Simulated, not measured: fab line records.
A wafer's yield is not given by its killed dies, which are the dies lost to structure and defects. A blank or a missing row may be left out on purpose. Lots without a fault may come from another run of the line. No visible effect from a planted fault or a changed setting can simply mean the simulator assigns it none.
Struck lot and sound lot, side by side    flow nand-harc    40 steps out of a route of 1302
Sound: these wafers, L851.1, L851.5, L851.6. The struck wafers were L856.3, L856.4, L856.5. The cause is given at the end.
Order at every step that has rows: each side's tool, ch and its chambers, its first start. Under that, the readings that differ: sound wafers    struck wafers    difference of the means    sigmas: that difference in standard deviations of wafers without a fault.
alike: readings whose means differ by less than 2 such deviations, and words and numbers that are the same on both sides. not compared: withheld readings, readings that some wafer has no value for, bounds like >300 that may hide the same value, and numbers for which the record gives no deviation and whose values overlap.
Wherever a step has rows on one side only, a row that says differs or no value, or a row with sigmas, the two part there. Numbers that have no deviation but don't overlap get no sigmas and don't part them. A reading that every wafer of one side lacks parts them only if that side has two wafers or more.

NHARC_A_M0_OVL_MEAS_10: pitch 160 nm.
  sound on overlay-02 at day 24 04:12; struck on overlay-02 at day 26 01:02
  alike: overlay-x-nm, overlay-y-nm
NHARC_A_M0_INSPECT_11:
  sound on defect-inspect-01 at day 24 04:14; struck on defect-inspect-01 at day 26 01:04
  alike: raw-defect-count
then, 3 steps without rows for these wafers: NHARC_A_M0_DESCUM_14 (chemistry O2, time 3 s); NHARC_A_M0_ETCH_34 (etches the open film in N2/H2, target depth 40 nm, overetch 12 nm, time 43.94 s); NHARC_A_M0_ETCH_15 (etches the open film in C4F8/Ar, target depth 150 nm, overetch 15 nm, time 82.5 s).
NHARC_A_M0_CD_MEAS_16:
  sound on cd-sem-03 at day 24 04:35; struck on cd-sem-02 at day 26 01:26
  alike: cd-nm
then, 3 steps without rows for these wafers: NHARC_A_M0_STRIP_18 (strips in N2/H2); NHARC_A_M0_STRIP_19 (strips in post etch residue remover, time 600 s); NHARC_A_M0_DEGAS_28 (time 60 s).
NHARC_A_M0_PRE_CLEAN_29: time 30 s.
  sound on pvd-sputter-03; struck on pvd-sputter-02
  alike: heater-power-w
then, 2 steps without rows for these wafers: NHARC_A_M0_PVD_20 (deposits TaN, target thk 5 nm, time 8.06 s); NHARC_A_M0_PVD_21 (deposits Cu, target thk 30 nm, time 20.49 s).
NHARC_A_M0_ECD_22: material Cu, target thk 400 nm.
  sound on ecd-cu-02 ch 0,1, day 24 05:39; struck on ecd-cu-01 ch 0,1, day 26 02:30
then, 2 steps without rows for these wafers: NHARC_A_M0_ANNEAL_30 (time 90 s); NHARC_A_M0_CMP_23 (polishes, t overpolish 20 s, target thk 113.75 nm).
NHARC_A_M0_THK_MEAS_24: measures by xrf.
  sound on film-metro-02 at day 24 06:41; struck on film-metro-01 at day 26 03:27
  alike: thk-nm
next, for these wafers, 1 step has no rows: NHARC_A_M0_SRD_25.
NHARC_A_M0_PRE_CLEAN_31: time 12 s.
  sound on pecvd-01 ch 0,1, day 24 06:56; struck on pecvd-04 ch 0,1,2, day 26 03:43
  alike: heater-power-w
then, 11 steps without rows for these wafers: NHARC_A_M0_DEP_32 (deposits SiCN, target thk 30 nm); NHARC_A_M1_DEP_00 (deposits SiOC, target thk 182.5 nm); NHARC_A_M1_DEHYDRATE_01 (time 120 s); NHARC_A_M1_HMDS_02 (time 30 s); NHARC_A_M1_COAT_34 (time 65 s); NHARC_A_M1_COAT_03 (resist thk 90 nm); NHARC_A_M1_SOFTBAKE_04 (time 55 s); NHARC_A_M1_EBR_05; NHARC_A_M1_EXPOSE_06 (exposes mask A M1, target cd 120 nm); NHARC_A_M1_PEB_07 (peb time 65 s); NHARC_A_M1_DEVELOP_08 (develop time 35 s).
NHARC_A_M1_CD_MEAS_09: target cd 120 nm.
  sound on cd-sem-01 ch 0, day 24 08:30; struck on cd-sem-01 ch 0, day 26 05:10
  alike: cd-nm
NHARC_A_M1_OVL_MEAS_10: pitch 240 nm.
  sound on overlay-01 at day 24 08:35; struck on overlay-02 at day 26 05:15
  alike: overlay-x-nm, overlay-y-nm
then, 2 steps without rows for these wafers: NHARC_A_M1_DESCUM_14 (chemistry O2, time 3 s); NHARC_A_M1_ETCH_35 (etches the open film in N2/H2, target depth 40 nm, overetch 12 nm, time 43.94 s).
NHARC_A_M1_ETCH_15: etches the open film in C4F8/Ar, target depth 182.5 nm, time 91.2 s.
  sound on rie-diel-08 ch 1,2,3; struck on rie-diel-12 ch 0,3
  alike: oes-product-au, rf-vpp-V
  not compared: rf-hours-counter-h
NHARC_A_M1_CD_MEAS_16:
  sound on cd-sem-01 at day 24 09:02; struck on cd-sem-02 at day 26 05:40
  alike: cd-nm
NHARC_A_M1_STRIP_18: strips in N2/H2.
  sound on rie-diel-08 ch 1,2,3, day 24 09:10; struck on rie-diel-08 ch 0,2,3, day 26 05:45
  alike: drypump-motor-current-A, oes-product-au, rf-vpp-V, showerhead-plenum-p-Torr, throttle-valve-pct
  not compared: rf-hours-counter-h
then, 2 steps without rows for these wafers: NHARC_A_M1_ETCH_28 (etches the open film in CF4/N2, target depth 30 nm, time 72.99 s); NHARC_A_M1_STRIP_19 (strips in post etch residue remover, time 600 s).
NHARC_A_M1_DEGAS_29: time 60 s.
  sound on pvd-sputter-01 at day 24 09:50; struck on pvd-sputter-03 at day 26 06:22
reading             sound        struck       difference  sigmas
heater-power-w (W)  327 402 375  295 318 289  -67         -2
NHARC_END_SORT_01:
  sound on prober-01 ch 0, day 25 19:26; struck on prober-02 ch 0, day 27 17:40
reading                   sound           struck          difference  sigmas
defect-limited-yield (%)  92.0 92.5 91.6  18.5 22.2 21.6  -71.3       -30
killed-at-array           53 41 54        552 524 529     +486        +30
killed-dies               54 51 57        552 527 531     +483        +30
sort_bin_2_pct (%)        3.2 2.5 4.1     35.5 32.3 32.1  +30.0       +30
sort_bin_3_pct (%)        0.6 0.6 0.3     8.0 9.0 9.6     +8.4        +27
sort_bin_4_pct (%)        4.1 4.4 4.0     38.1 36.5 36.8  +33.0       +22
sort-n-pass               623 626 620     125 150 146     -483        -30
sort-rim-yield-pct (%)    95 88 92        16 18 22        -73         -18
sort-yield-pct (%)        92.0 92.5 91.6  18.5 22.2 21.6  -71.3       -30
  alike: killed-at-other, killed-at-periphery, killed-open, killed-short

## WHERE THEY PART
At NHARC_A_M1_DEGAS_29 first; at NHARC_END_SORT_01 last (within this record only).

WHY: whatever the simulator had introduced
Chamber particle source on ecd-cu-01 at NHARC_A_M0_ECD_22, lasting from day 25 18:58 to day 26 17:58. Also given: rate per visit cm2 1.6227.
